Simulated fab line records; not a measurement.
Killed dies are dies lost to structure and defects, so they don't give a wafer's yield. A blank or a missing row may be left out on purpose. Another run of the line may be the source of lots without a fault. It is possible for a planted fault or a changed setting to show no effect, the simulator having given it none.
fab line records | flow n5-finfet
record: lots: 24 wafers: 72 last-day: 19
route steps=1938 shown MOL_CONTACT_COAG@561 BEOL_M0_SAQP@640
lots with no fault: from the same line, run without faults
start-h: the number of hours between the record's first day and the start of the first shown wafer of the lot | wait-h: hours elapsed since this lot's preceding step | " the same as in the row above | L1.1+2: a single row standing in for several wafers | - no value, or no start given | * or withheld: withheld | < > ~ a bound
route shown NAME@n: NAME is a module with steps in the file, n the number in the route of the first one | usual: mean/standard deviation taken from wafers without a fault | same: alike in all rows | chamber/n: place in a boat | sites: per-site readings | _std_site: the standard deviation of these | _edge_site: mean of outer sites minus mean of inner sites | radius-mm: how far each site lies from the wafer's centre | mask NAME#n: copy n | behind: the tool/chamber that last shaped the wafer | hold: cause of the lot's hold/its duration in hours/its outcome | device: transistor that didn't switch, given as n, p or np | end of line: tests of these same wafers at the route's end | a step with no rows: only its recipe | killed: not the wafer's yield, but the dies lost to structure and defects at the first sort | map: per-die view of a wafer (x killed, . not killed, _ where there is no die)
set.NAME: setting as actually run; set.NAME@STEP: the setting as run at that earlier step | model.NAME: the simulator's own value behind a step, which no gauge read
a sample of lots followed through the steps of the route, with each step as a table and each wafer as a row
services: when a tool's chamber went out of use (start-h, in hours from the record's first day, below 0 if earlier), for how many hours, and the reason
== steps ==
step: N5_MOL_CONTACT_COAG_THK_MEAS_29
recipe: reads: SiNx_of_GATE_CUT_PECVD_57+SiNx_of_GATE_CUT_SAC_CAP_01
usual: MD_CAP_THK: 17.93/0.092
columns lot.wafer tool chamber start-h wait-h MD_CAP_THK[nm]
L074.2 film-metro-02 - 103.85 - 17.89
L074.5 " - " " 17.86
L074.6 " - " " 17.89
L075.2 film-metro-02 - 104.56 - 17.91
L075.4 " - " " 17.74
L075.5 " - " " 17.91
L076.2 film-metro-02 - 111.92 - 17.69
L076.4 " - " " 17.89
L076.6 " - " " 17.76
L077.2 film-metro-01 - 114.87 - 18.03
L077.3 " - " " 18.00
L077.6 " - " " 18.02
L078.1 film-metro-01 - 121.43 - 17.91
L078.2 " - " " 18.00
L078.6 " - " " 17.95
L079.1 film-metro-01 - 124.86 - 17.85
L079.4 " - " " 17.94
L079.5 " - " " 17.82
L080.1 film-metro-02 - 137.43 - 17.82
L080.3 " - " " 17.80
L080.6 " - " " 17.88
L081.3 film-metro-01 - 144.18 - 18.06
L081.5 " - " " 17.99
L081.6 " - " " 18.12
L082.3 film-metro-01 - 149.22 - 17.94
L082.5 " - " " 17.90
L082.6 " - " " 17.94
L083.2 film-metro-01 - 149.99 - 18.01
L083.3 " - " " 18.03
L083.4 " - " " 18.07
L084.1 film-metro-02 - 158.29 - 18.01
L084.4 " - " " 17.88
L084.5 " - " " 17.91
L085.4 film-metro-02 - 167.84 - 17.94
L085.5 " - " " 18.02
L085.6 " - " " 17.92
L086.2 film-metro-01 - 175.11 - 17.81
L086.5 " - " " 17.84
L086.6 " - " " 17.81
L087.4 film-metro-01 - 179.22 - 18.14
L087.5 " - " " 18.03
L087.6 " - " " 18.02
L088.2 film-metro-02 - 185.16 - 17.94
L088.3 " - " " 18.06
L088.4 " - " " 18.07
L089.1 film-metro-02 - 187.44 - 18.00
L089.5 " - " " 18.05
L089.6 " - " " 17.98
L090.3 film-metro-01 - 192.41 - 17.90
L090.4 " - " " 17.89
L090.5 " - " " 17.74
L091.1 film-metro-02 - 203.44 - 17.91
L091.2 " - " " 17.75
L091.4 " - " " 17.89
L092.1 film-metro-02 - 204.48 - 17.89
L092.3 " - " " 17.99
L092.5 " - " " 17.96
L093.3 film-metro-01 - 209.16 - 17.97
L093.4 " - " " 18.03
L093.6 " - " " 17.86
L094.1 film-metro-01 - 221.16 - 17.94
L094.2 " - " " 17.95
L094.5 " - " " 18.00
L095.1 film-metro-02 - 227.54 - 17.87
L095.4 " - " " 17.79
L095.5 " - " " 17.87
L096.2 film-metro-01 - 229.40 - 17.98
L096.3 " - " " 17.91
L096.6 " - " " 17.95
L097.3 film-metro-01 - 234.24 - 17.94
L097.4 " - " " 18.00
L097.5 " - " " 17.88
step: N5_MOL_CONTACT_COAG_ALD_131
recipe: material: SiO2 target-thk-a: 50 temp-c: 100 ald-precursor-family: BDEAS ald-co-reactant: O2-plasma pulse-time-s: 1 co-reactant-pulse-time-s: 1 purge-time-s: 2 co-reactant-purge-time-s: 2 ald-cycles: 35 pressure-torr: 2
usual: heater-power-w: 81/5.9 precursor-pulse-height-rel: 1.003/0.021
same: ald-cycles: 35
columns lot.wafer tool chamber start-h wait-h heater-power-w precursor-pulse-height-rel since-wet-clean-h
L074.2 ald-sin-02 0 105.00 0.1 83 0.986 292
L074.5 " 1 " " 86 0.985 -
L074.6 " 2 " " 81 1.012 -
L075.2 ald-sin-02 1 105.74 0.1 88 0.993 293
L075.4 " 2 " " 85 1.013 293
L075.5 " 2 " " 84 1.007 -
L076.2 ald-sin-02 1 113.74 0.3 87 1.018 301
L076.4 " 0 " " 83 0.997 301
L076.6 " 1 " " 87 0.999 -
L077.2 ald-sin-01 1 116.70 0.1 83 1.007 109
L077.3 " 0 " " 80 1.017 109
L077.6 " 1 " " 83 0.999 -
L078.1 ald-sin-01 2 122.67 0.1 74 0.976 115
L078.2 " 0 " " 81 0.985 115
L078.6 " 0 " " 79 1.018 -
L079.1 ald-sin-03 3 126.57 0.1 83 1.022 27
L079.4 " 1 " " 80 1.007 27
L079.5 " 2 " " 74 1.032 -
L080.1 ald-sin-03 3 138.81 0.2 80 1.058 40
L080.3 " 0 " " 70 1.017 40
L080.6 " 1 " " 81 1.025 -
L081.3 ald-sin-02 0 145.55 0.1 83 1.022 333
L081.5 " 3 " " 80 0.972 -
L081.6 " 0 " " 84 1.023 -
L082.3 ald-sin-02 3 150.55 0.1 80 0.982 338
L082.5 " 2 " " 84 1.022 -
L082.6 " 1 " " 87 1.007 -
L083.2 ald-sin-01 2 151.26 0.1 74 1.019 143
L083.3 " 0 " " 81 1.045 143
L083.4 " 1 " " 86 1.002 143
L084.1 ald-sin-01 1 159.62 0.1 83 1.052 152
L084.4 " 2 " " 74 0.992 152
L084.5 " 1 " " 84 1.005 -
L085.4 ald-sin-02 0 169.24 0.1 84 1.015 -
L085.5 " 1 " " 89 1.038 -
L085.6 " 2 " " 85 0.968 -
L086.2 ald-sin-01 0 176.57 0.2 78 1.016 169
L086.5 " 2 " " 75 1.004 -
L086.6 " 1 " " 83 0.992 -
L087.4 ald-sin-01 0 180.36 0.1 81 1.067 172
L087.5 " 3 " " 94 1.016 -
L087.6 " 2 " " 75 0.984 -
L088.2 ald-sin-03 2 186.79 0.4 77 1.008 88
L088.3 " 1 " " 81 0.988 88
L088.4 " 3 " " 81 0.997 88
L089.1 ald-sin-01 1 190.29 1.8 83 1.042 182
L089.5 " 1 " " 84 0.971 -
L089.6 " 2 " " 73 1.009 -
L090.3 ald-sin-02 0 193.69 0.1 78 0.989 2
L090.4 " 3 " " 79 0.994 2
L090.5 " 2 " " 79 0.995 -
L091.1 ald-sin-03 1 205.01 0.1 82 1.006 106
L091.2 " 0 " " 71 0.992 106
L091.4 " 3 " " 81 1.020 106
L092.1 ald-sin-03 1 206.52 0.3 83 0.965 107
L092.3 " 2 " " 75 1.022 107
L092.5 " 1 " " 80 1.018 -
L093.3 ald-sin-02 0 210.30 0.1 78 0.991 19
L093.4 " 1 " " 85 1.002 19
L093.6 " 3 " " 81 0.995 -
L094.1 ald-sin-03 1 223.06 0.1 82 0.980 124
L094.2 " 3 " " 82 1.004 124
L094.5 " 1 " " 84 1.004 -
L095.1 ald-sin-01 3 229.03 0.3 94 0.988 221
L095.4 " 0 " " 80 1.022 221
L095.5 " 2 " " 73 1.005 -
L096.2 ald-sin-03 0 230.54 0.1 71 0.990 131
L096.3 " 3 " " 81 0.965 131
L096.6 " 1 " " 84 0.985 -
L097.3 ald-sin-01 1 235.66 0.1 83 1.024 228
L097.4 " 0 " " 81 0.993 228
L097.5 " 1 " " 85 0.977 -
step: N5_MOL_CONTACT_COAG_ETCH_66
recipe: chemistry: CF4 target: SiARC target-depth-a: 130 mask-material: CAR-EUV time-s: 21.7 ion-energy-ev: 80 pressure-mtorr: 40 source-w: 545 bias-w: 36 Ar_flow_sccm: 100 cf4-flow-sccm: 100 ends: cleared
usual: drypump-motor-current-A: 5.8/0.39 etch-rf-on-time-s: 22.1/0.63 oes-product-au: 0.62/0.045 rf-vpp-V: 184.0/1.3 showerhead-plenum-p-Torr: 2.14/0.078 throttle-valve-pct: 15.70/0.27
columns lot.wafer tool chamber start-h wait-h drypump-motor-current-A etch-rf-on-time-s oes-product-au rf-hours-counter-h rf-vpp-V showerhead-plenum-p-Torr throttle-valve-pct
L074.2 rie-diel-02 3 106.16 0.0 4.9 21.0 0.62 190 183.6 2.13 15.65
L074.5 " 3 " " 4.9 21.0 0.62 - 183.5 2.13 15.66
L074.6 " 2 " " 6.4 20.7 0.75 - 185.5 2.27 15.47
L075.2 rie-diel-02 3 106.91 0.0 4.9 21.1 0.63 190 183.5 2.13 15.64
L075.4 " 1 " " 5.7 22.4 0.62 176 186.1 2.21 15.75
L075.5 " 1 " " 5.8 22.3 0.62 - 185.5 2.21 15.75
L076.2 rie-diel-05 3 115.71 0.0 6.1 21.9 0.65 143 184.4 2.15 15.69
L076.4 " 1 " " 6.5 23.3 0.58 211 183.5 2.04 15.83
L076.6 " 3 " " 6.1 22.0 0.65 - 185.3 2.15 15.69
L077.2 rie-diel-02 3 118.61 0.0 4.9 21.1 0.62 195 184.9 2.12 15.67
L077.3 " 1 " " 5.8 22.5 0.61 181 185.8 2.21 15.76
L077.6 " 1 " " 5.8 22.6 0.62 - 183.7 2.21 15.75
L078.1 rie-diel-02 1 123.84 0.0 5.8 22.6 0.61 183 184.8 2.21 15.75
L078.2 " 0 " " 5.8 22.5 0.59 224 182.5 2.03 15.58
L078.6 " 0 " " 5.7 22.6 0.60 - 183.9 2.03 15.59
L079.1 rie-diel-05 2 127.86 0.0 5.5 21.9 0.63 179 184.3 2.21 15.44
L079.4 " 0 " " 5.6 23.1 0.60 - 183.7 2.13 15.96
L079.5 " 1 " " 6.5 23.3 0.58 - 182.0 2.04 15.83
L080.1 rie-diel-04 1 140.11 0.0 5.3 23.0 0.60 201 186.0 2.22 16.06
L080.3 " 3 " " 5.7 22.2 0.60 198 183.8 2.21 16.00
L080.6 " 3 " " 5.7 21.9 0.61 - 185.2 2.21 16.00
L081.3 rie-diel-02 1 146.84 0.0 5.8 22.8 0.61 190 185.9 2.20 15.78
L081.5 " 3 " " 4.9 21.3 0.62 - 182.3 2.12 15.67
L081.6 " 0 " " 5.8 22.9 0.59 - 181.5 2.03 15.62
L082.3 rie-diel-04 3 152.09 0.0 5.8 21.7 0.60 202 185.2 2.21 16.01
L082.5 " 2 " " 6.1 21.5 0.63 - 182.8 2.04 15.48
L082.6 " 3 " " 5.7 21.9 0.60 - 183.1 2.21 16.00
L083.2 rie-diel-04 0 152.69 0.0 5.6 22.2 0.68 73 183.1 2.09 15.29
L083.3 " 2 " " 6.1 21.6 0.64 180 182.8 2.04 15.44
L083.4 " 3 " " 5.7 21.8 0.60 202 184.7 2.21 16.01
L084.1 rie-diel-04 2 160.91 0.0 6.1 21.7 0.63 183 183.2 2.04 15.46
L084.4 " 2 " " 6.1 21.7 0.64 - 184.0 2.04 15.47
L084.5 " 3 " " 5.8 22.3 0.60 - 186.0 2.21 16.03
L085.4 rie-diel-04 3 170.38 0.0 5.7 22.0 0.59 - 184.2 2.20 16.02
L085.5 " 2 " " 6.1 21.7 0.63 - 182.7 2.04 15.47
L085.6 " 0 " " 5.6 22.0 0.68 - 182.3 2.09 15.31
L086.2 rie-diel-05 0 178.05 0.0 5.6 22.8 0.59 206 183.5 2.12 16.00
L086.5 " 0 " " 5.6 22.6 0.59 - 184.9 2.12 16.00
L086.6 " 3 " " 6.1 21.6 0.65 - 184.1 2.14 15.73
L087.4 rie-diel-04 0 181.54 0.0 5.6 22.1 0.68 84 183.0 2.09 15.31
L087.5 " 2 " " 6.1 21.7 0.63 - 184.0 2.04 15.47
L087.6 " 1 " " 5.3 22.8 0.60 - 184.9 2.22 16.06
L088.2 rie-diel-04 0 188.15 0.0 5.6 22.1 0.67 86 184.3 2.09 15.31
L088.3 " 3 " " 5.7 22.1 0.59 216 183.0 2.20 16.02
L088.4 " 2 " " 6.1 21.8 0.63 194 182.6 2.04 15.48
L089.1 rie-diel-05 2 191.70 0.0 5.5 21.8 0.62 203 184.9 2.20 15.50
L089.5 " 0 " " 5.5 22.7 0.59 - 183.0 2.12 16.02
L089.6 " 3 " " 6.1 21.7 0.64 - 182.6 2.14 15.74
L090.3 rie-diel-04 0 195.07 0.0 5.6 22.1 0.67 89 182.5 2.09 15.32
L090.4 " 1 " " 5.3 23.1 0.58 216 184.9 2.22 16.08
L090.5 " 0 " " 5.6 21.9 0.68 - 182.8 2.08 15.33
L091.1 rie-diel-05 0 207.10 0.0 5.6 22.9 0.58 216 183.1 2.12 16.04
L091.2 " 2 " " 5.5 21.6 0.62 209 183.5 2.20 15.52
L091.4 " 3 " " 6.1 21.5 0.63 174 183.8 2.14 15.78
L092.1 rie-diel-04 0 207.77 0.0 5.6 21.9 0.67 95 182.0 2.08 15.34
L092.3 " 3 " " 5.7 22.1 0.58 223 184.7 2.20 16.05
L092.5 " 0 " " 5.6 22.2 0.67 - 183.1 2.08 15.35
L093.3 rie-diel-04 1 211.47 0.0 5.3 23.0 0.58 222 185.3 2.22 16.08
L093.4 " 3 " " 5.7 21.9 0.58 225 187.0 2.20 16.05
L093.6 " 3 " " 5.7 22.1 0.58 - 184.5 2.20 16.04
L094.1 rie-diel-04 3 224.32 0.0 5.7 22.3 0.58 228 186.2 2.20 16.06
L094.2 " 0 " " 5.6 22.1 0.66 100 183.6 2.08 15.33
L094.5 " 3 " " 5.7 22.3 0.58 - 185.8 2.20 16.06
L095.1 rie-diel-04 1 230.23 0.0 5.3 23.2 0.58 228 183.6 2.22 16.09
L095.4 " 0 " " 5.6 22.0 0.66 102 182.2 2.08 15.36
L095.5 " 2 " " 6.0 21.9 0.61 - 181.8 2.03 15.52
L096.2 rie-diel-02 0 231.89 0.0 5.8 21.8 0.83 2 185.9 2.28 15.15
L096.3 " 1 " " 5.8 22.5 0.59 220 185.1 2.19 15.83
L096.6 " 3 " " 4.9 20.9 0.61 - 183.5 2.11 15.74
L097.3 rie-diel-04 3 237.06 0.0 5.7 22.1 0.58 232 185.1 2.20 16.07
L097.4 " 2 " " 6.0 21.6 0.62 209 182.6 2.03 15.53
L097.5 " 2 " " 6.1 22.0 0.61 - 183.1 2.03 15.54
step: N5_BEOL_M0_SAQP_HM_DEP_111
recipe: material: SiO2 target-thk-a: 120 temp-c: 400 precursor: SiH4/N2O pressure-torr: 0.75 rf-w: 275 time-s: 7.2
usual: heater-power-w: 745/73 showerhead-plenum-p-Torr: 8.13/0.15
columns lot.wafer tool chamber start-h wait-h heater-power-w showerhead-plenum-p-Torr since-wet-clean-h
L074.2 pecvd-04 2 112.35 0.0 675 8.12 425
L074.5 " 1 " " 699 8.36 -
L074.6 " 2 " " 703 8.10 -
L075.2 pecvd-04 0 115.23 0.0 668 8.09 1182
L075.4 " 2 " " 713 8.10 -
L075.5 " 1 " " 649 8.36 -
L076.2 pecvd-01 2 122.35 0.0 839 8.36 71
L076.4 " 1 " " 784 8.21 -
L076.6 " 1 " " 802 8.20 -
L077.2 pecvd-04 2 124.36 0.0 710 8.13 437
L077.3 " 1 " " 642 8.38 1916
L077.6 " 1 " " 638 8.36 -
L078.1 pecvd-02 1 129.60 0.0 705 8.16 1740
L078.2 " 0 " " 791 7.90 1015
L078.6 " 1 " " 723 8.16 -
L079.1 pecvd-04 1 136.94 0.0 729 8.34 1928
L079.4 " 0 " " 643 8.07 -
L079.5 " 1 " " 732 8.37 -
L080.1 pecvd-02 0 147.05 0.0 860 7.89 1032
L080.3 " 1 " " 638 8.17 1757
L080.6 " 0 " " 867 7.90 -
L081.3 pecvd-01 2 152.46 0.0 813 8.34 101
L081.5 " 1 " " 802 8.22 -
L081.6 " 0 " " 867 8.31 -
L082.3 pecvd-02 0 159.61 0.0 770 7.89 1045
L082.5 " 2 " " 724 8.04 -
L082.6 " 0 " " 787 7.88 -
L083.2 pecvd-02 2 161.99 0.0 770 8.07 293
L083.3 " 0 " " 821 7.90 1047
L083.4 " 1 " " 725 8.16 -
L084.1 pecvd-02 2 168.63 0.0 685 8.06 300
L084.4 " 0 " " 786 7.87 -
L084.5 " 2 " " 683 8.05 -
L085.4 pecvd-01 2 177.25 0.1 807 8.36 -
L085.5 " 1 " " 723 8.20 -
L085.6 " 0 " " 909 8.28 -
L086.2 pecvd-02 2 184.68 0.0 764 8.06 316
L086.5 " 0 " " 840 7.86 -
L086.6 " 2 " " 763 8.08 -
L087.4 pecvd-04 0 188.49 0.1 644 8.08 -
L087.5 " 1 " " 771 8.37 -
L087.6 " 2 " " 684 8.10 -
L088.2 pecvd-02 0 194.59 0.0 851 7.89 1080
L088.3 " 2 " " 659 8.05 326
L088.4 " 1 " " 729 8.15 -
L089.1 pecvd-01 1 198.17 0.0 694 8.18 1627
L089.5 " 1 " " 698 8.22 -
L089.6 " 0 " " 866 8.30 -
L090.3 pecvd-04 2 202.58 0.0 603 8.14 515
L090.4 " 1 " " 740 8.36 -
L090.5 " 0 " " 704 8.07 -
L091.1 pecvd-02 1 214.80 0.0 687 8.17 1825
L091.2 " 0 " " 810 7.88 1100
L091.4 " 2 " " 703 8.07 -
L092.1 pecvd-02 1 218.16 0.0 752 8.14 1828
L092.3 " 2 " " 765 8.06 349
L092.5 " 2 " " 756 8.07 -
L093.3 pecvd-01 0 219.28 0.0 917 8.28 923
L093.4 " 1 " " 769 8.22 -
L093.6 " 0 " " 905 8.27 -
L094.1 pecvd-02 0 231.44 0.0 852 7.88 1117
L094.2 " 2 " " 685 8.07 363
L094.5 " 2 " " 651 8.06 -
L095.1 pecvd-04 0 236.73 0.0 702 8.05 1303
L095.4 " 2 " " 659 8.12 -
L095.5 " 0 " " 672 8.08 -
L096.2 pecvd-02 1 239.23 0.0 671 8.14 1849
L096.3 " 2 " " 753 8.04 370
L096.6 " 1 " " 683 8.16 -
L097.3 pecvd-02 1 243.71 0.0 729 8.16 1854
L097.4 " 1 " " 724 8.15 -
L097.5 " 0 " " 816 7.88 -
step: N5_BEOL_M0_SAQP_CD_MEAS_14
recipe: target-cd-nm: 42.5 landing-energy-ev: 500 detector: se-inlens
usual: cd-nm: 42.6/0.35
columns lot.wafer tool chamber start-h wait-h cd-nm
L074.2 cd-sem-02 0 112.81 - 42.6
L074.5 " 0 " " 42.1
L074.6 " 0 " " 42.1
L075.2 cd-sem-01 0 115.68 - 42.3
L075.4 " 0 " " 42.5
L075.5 " 0 " " 42.3
L076.2 cd-sem-02 0 122.82 - 42.7
L076.4 " 0 " " 43.0
L076.6 " 0 " " 42.6
L077.2 cd-sem-03 0 124.68 - 42.1
L077.3 " 0 " " 42.6
L077.6 " 0 " " 42.3
L078.1 cd-sem-02 0 130.04 - 42.9
L078.2 " 0 " " 43.2
L078.6 " 0 " " 42.8
L079.1 cd-sem-03 0 137.38 - 42.4
L079.4 " 0 " " 42.9
L079.5 " 0 " " 42.4
L080.1 cd-sem-03 0 147.49 - 42.7
L080.3 " 0 " " 42.3
L080.6 " 0 " " 42.3
L081.3 cd-sem-03 0 152.79 - 43.2
L081.5 " 0 " " 42.8
L081.6 " 0 " " 42.9
L082.3 cd-sem-03 0 160.06 - 42.8
L082.5 " 0 " " 42.7
L082.6 " 0 " " 43.3
L083.2 cd-sem-03 0 162.44 - 42.8
L083.3 " 0 " " 42.7
L083.4 " 0 " " 42.4
L084.1 cd-sem-03 0 169.08 - 42.5
L084.4 " 0 " " 43.0
L084.5 " 0 " " 42.4
L085.4 cd-sem-03 0 177.67 - 42.6
L085.5 " 0 " " 42.3
L085.6 " 0 " " 42.3
L086.2 cd-sem-01 0 185.13 - 42.6
L086.5 " 0 " " 42.7
L086.6 " 0 " " 42.3
L087.4 cd-sem-03 0 188.91 - 42.9
L087.5 " 0 " " 42.6
L087.6 " 0 " " 42.8
L088.2 cd-sem-03 0 194.91 - 42.2
L088.3 " 0 " " 41.7
L088.4 " 0 " " 43.0
L089.1 cd-sem-03 0 198.49 - 42.8
L089.5 " 0 " " 42.5
L089.6 " 0 " " 43.0
L090.3 cd-sem-01 0 203.03 - 42.8
L090.4 " 0 " " 42.5
L090.5 " 0 " " 43.4
L091.1 cd-sem-03 0 215.12 - 42.7
L091.2 " 0 " " 42.8
L091.4 " 0 " " 42.2
L092.1 cd-sem-02 0 218.61 - 43.1
L092.3 " 0 " " 42.8
L092.5 " 0 " " 43.0
L093.3 cd-sem-01 0 219.61 - 42.5
L093.4 " 0 " " 42.8
L093.6 " 0 " " 42.4
L094.1 cd-sem-02 0 231.89 - 43.4
L094.2 " 0 " " 42.8
L094.5 " 0 " " 43.3
L095.1 cd-sem-01 0 237.17 - 42.5
L095.4 " 0 " " 43.0
L095.5 " 0 " " 42.5
L096.2 cd-sem-03 0 239.67 - 43.0
L096.3 " 0 " " 42.3
L096.6 " 0 " " 43.2
L097.3 cd-sem-01 0 244.16 - 42.8
L097.4 " 0 " " 42.8
L097.5 " 0 " " 42.3
step: N5_BEOL_M0_SAQP_STRIP_86
recipe: chemistry: N2/H2 power-w: 500 temp-c: 40 pressure-mtorr: 50 rf-frequency-hz: 6e+07 overash-fraction: 0.3 bias-power-w: 28 h2-frac: 0.5 n2-flow-sccm: 300 h2-flow-sccm: 300
usual: drypump-motor-current-A: 5.6/0.56 oes-product-au: 0.80/0.076 power-w: 500.1/1.4 rf-vpp-V: 121.8/1.4 showerhead-plenum-p-Torr: 3.35/0.098 throttle-valve-pct: 18.9/0.36
columns lot.wafer tool chamber start-h wait-h drypump-motor-current-A oes-product-au power-w rf-hours-counter-h rf-vpp-V showerhead-plenum-p-Torr throttle-valve-pct
L074.2 rie-diel-06 1 113.34 0.1 5.2 0.68 499.9 246 122.5 3.45 19.7
L074.5 " 2 " " 6.0 0.77 499.0 - 122.0 3.50 19.0
L074.6 " 1 " " 5.2 0.67 500.5 - 122.2 3.45 19.7
L075.2 rie-diel-03 3 116.23 0.1 4.7 0.79 500.6 112 121.0 3.25 19.5
L075.4 " 2 " " 5.1 0.82 501.1 - 119.7 3.42 18.9
L075.5 " 3 " " 4.7 0.80 498.9 - 121.1 3.25 19.5
L076.2 rie-diel-03 1 123.38 0.1 5.0 0.85 500.1 78 119.6 3.27 19.0
L076.4 " 3 " " 4.7 0.80 501.2 - 121.8 3.25 19.5
L076.6 " 2 " " 5.1 0.81 499.7 - 124.3 3.42 18.9
L077.2 rie-diel-06 0 125.26 0.1 6.6 0.94 499.9 14 123.2 3.45 18.4
L077.3 " 3 " " 6.0 0.77 500.6 132 121.2 3.35 18.7
L077.6 " 3 " " 6.0 0.78 500.5 - 121.6 3.35 18.7
L078.1 rie-diel-03 1 130.50 0.1 5.0 0.86 502.3 82 119.8 3.27 19.0
L078.2 " 3 " " 4.7 0.80 499.1 118 120.4 3.24 19.5
L078.6 " 1 " " 5.0 0.85 501.6 - 123.5 3.27 19.0
L079.1 rie-diel-03 0 137.85 0.1 5.5 0.99 501.2 1 122.4 3.45 18.6
L079.4 " 1 " " 5.0 0.85 499.4 85 121.2 3.26 19.0
L079.5 " 2 " " 5.1 0.81 499.2 - 117.3 3.41 19.0
L080.1 rie-diel-06 1 147.95 0.1 5.2 0.97 500.2 2 123.2 3.44 19.4
L080.3 " 2 " " 6.0 0.77 500.7 145 122.9 3.50 19.1
L080.6 " 3 " " 6.0 0.76 501.8 - 123.8 3.35 18.7
L081.3 rie-diel-01 3 153.37 0.2 6.3 0.89 501.8 32 122.7 3.27 18.3
L081.5 " 0 " " 6.1 0.72 500.8 - 120.8 3.36 19.0
L081.6 " 3 " " 6.3 0.89 501.3 - 120.7 3.27 18.3
L082.3 rie-diel-01 0 160.74 0.1 6.0 0.71 498.0 168 120.3 3.36 19.0
L082.5 " 2 " " 5.9 0.78 500.2 - 123.1 3.52 18.6
L082.6 " 3 " " 6.3 0.88 498.4 - 122.2 3.27 18.3
L083.2 rie-diel-01 0 162.90 0.1 6.1 0.70 498.3 168 122.7 3.36 19.0
L083.3 " 1 " " 5.8 0.71 500.3 185 122.8 3.22 19.0
L083.4 " 3 " " 6.3 0.87 501.4 35 122.8 3.27 18.3
L084.1 rie-diel-03 2 169.54 0.1 5.2 0.80 500.7 86 121.6 3.41 19.0
L084.4 " 3 " " 4.7 0.77 498.4 129 120.9 3.24 19.6
L084.5 " 0 " " 5.5 0.95 501.0 - 121.2 3.45 18.6
L085.4 rie-diel-03 1 178.13 0.1 5.0 0.84 498.5 95 121.9 3.26 19.0
L085.5 " 2 " " 5.1 0.80 497.9 - 122.1 3.41 19.0
L085.6 " 1 " " 5.0 0.83 498.4 - 121.3 3.26 19.0
L086.2 rie-diel-01 0 185.79 0.1 6.0 0.70 500.8 175 124.6 3.35 19.0
L086.5 " 3 " " 6.3 0.87 498.8 - 119.9 3.26 18.3
L086.6 " 0 " " 6.0 0.71 500.1 - 121.1 3.35 19.0
L087.4 rie-diel-06 3 189.44 0.1 6.0 0.74 501.7 151 122.6 3.34 18.7
L087.5 " 0 " " 6.6 0.89 503.2 - 123.4 3.44 18.5
L087.6 " 1 " " 5.2 0.92 499.9 - 122.3 3.44 19.4
L088.2 rie-diel-03 1 195.41 0.1 5.0 0.82 502.0 100 120.9 3.26 19.0
L088.3 " 2 " " 5.1 0.80 502.2 95 122.9 3.40 19.0
L088.4 " 0 " " 5.5 0.93 501.8 18 122.3 3.44 18.6
L089.1 rie-diel-06 0 198.97 0.1 6.6 0.89 499.1 37 121.0 3.44 18.5
L089.5 " 1 " " 5.2 0.93 500.0 - 122.0 3.43 19.3
L089.6 " 0 " " 6.6 0.89 500.7 - 123.1 3.44 18.4
L090.3 rie-diel-01 0 203.58 0.1 6.1 0.71 499.2 180 120.1 3.35 19.0
L090.4 " 1 " " 5.8 0.71 499.6 198 121.9 3.22 19.1
L090.5 " 3 " " 6.2 0.86 500.8 - 120.4 3.26 18.3
L091.1 rie-diel-01 3 215.69 0.1 6.3 0.86 499.5 51 118.5 3.26 18.3
L091.2 " 1 " " 5.8 0.70 499.1 201 119.8 3.21 19.1
L091.4 " 0 " " 6.0 0.72 499.8 183 122.7 3.35 19.0
L092.1 rie-diel-01 1 219.30 0.3 5.8 0.72 499.7 202 122.3 3.21 19.1
L092.3 " 3 " " 6.3 0.85 498.2 53 121.3 3.26 18.3
L092.5 " 0 " " 6.0 0.70 499.2 - 123.3 3.35 19.0
L093.3 rie-diel-03 1 220.11 0.1 5.0 0.82 500.7 108 123.6 3.25 19.1
L093.4 " 3 " " 4.7 0.76 497.8 144 120.3 3.23 19.6
L093.6 " 2 " " 5.1 0.77 500.5 - 121.6 3.40 19.0
L094.1 rie-diel-03 0 232.70 0.2 5.5 0.89 498.9 30 120.9 3.44 18.6
L094.2 " 2 " " 5.1 0.77 499.2 105 121.8 3.40 19.0
L094.5 " 1 " " 5.0 0.82 498.1 - 122.1 3.25 19.1
L095.1 rie-diel-06 3 237.64 0.1 6.0 0.74 499.3 165 123.3 3.34 18.7
L095.4 " 1 " " 5.2 0.89 501.9 28 119.6 3.43 19.3
L095.5 " 2 " " 5.9 0.73 496.8 - 122.9 3.48 19.1
L096.2 rie-diel-01 3 240.13 0.1 6.3 0.83 503.6 59 123.1 3.26 18.3
L096.3 " 1 " " 5.8 0.70 501.2 208 122.6 3.21 19.1
L096.6 " 1 " " 5.8 0.69 500.5 - 120.6 3.21 19.1
L097.3 rie-diel-01 0 244.63 0.1 6.0 0.70 498.0 192 120.9 3.34 19.1
L097.4 " 3 " " 6.3 0.84 501.6 60 119.4 3.26 18.3
L097.5 " 1 " " 5.8 0.69 500.9 - 120.6 3.21 19.1
== services ==
columns tool chamber start-h hours kind
ald-sin-03 - 85.25 14.0 pm
pecvd-02 - 90.79 2.8 pm
ald-sin-01 0 93.11 4.9 repair
pecvd-02 0 94.43 6.7 repair
rie-diel-01 0 99.20 8.2 repair
rie-diel-01 1 103.86 16.6 repair
ald-sin-01 - 112.30 2.8 pm
rie-diel-03 - 143.10 1.2 repair
pecvd-04 - 144.71 2.8 pm
rie-diel-04 0 146.11 2.5 repair
rie-diel-06 1 151.90 8.1 repair
ald-sin-02 3 163.38 5.8 repair
rie-diel-01 - 164.46 0.3 repair
rie-diel-06 3 170.12 4.2 repair
pecvd-02 - 173.23 2.2 repair
ald-sin-02 - 177.80 14.0 pm
pecvd-02 1 202.50 1.8 repair
pecvd-04 0 207.47 14.5 repair
ald-sin-03 - 209.92 6.1 pm
ald-sin-02 - 213.91 6.0 pm
rie-diel-06 2 224.10 3.8 repair
pecvd-02 - 240.29 0.7 repair
rie-diel-04 - 241.54 0.5 repair
ald-sin-02 2 244.30 5.1 repair
== key ==
fault none
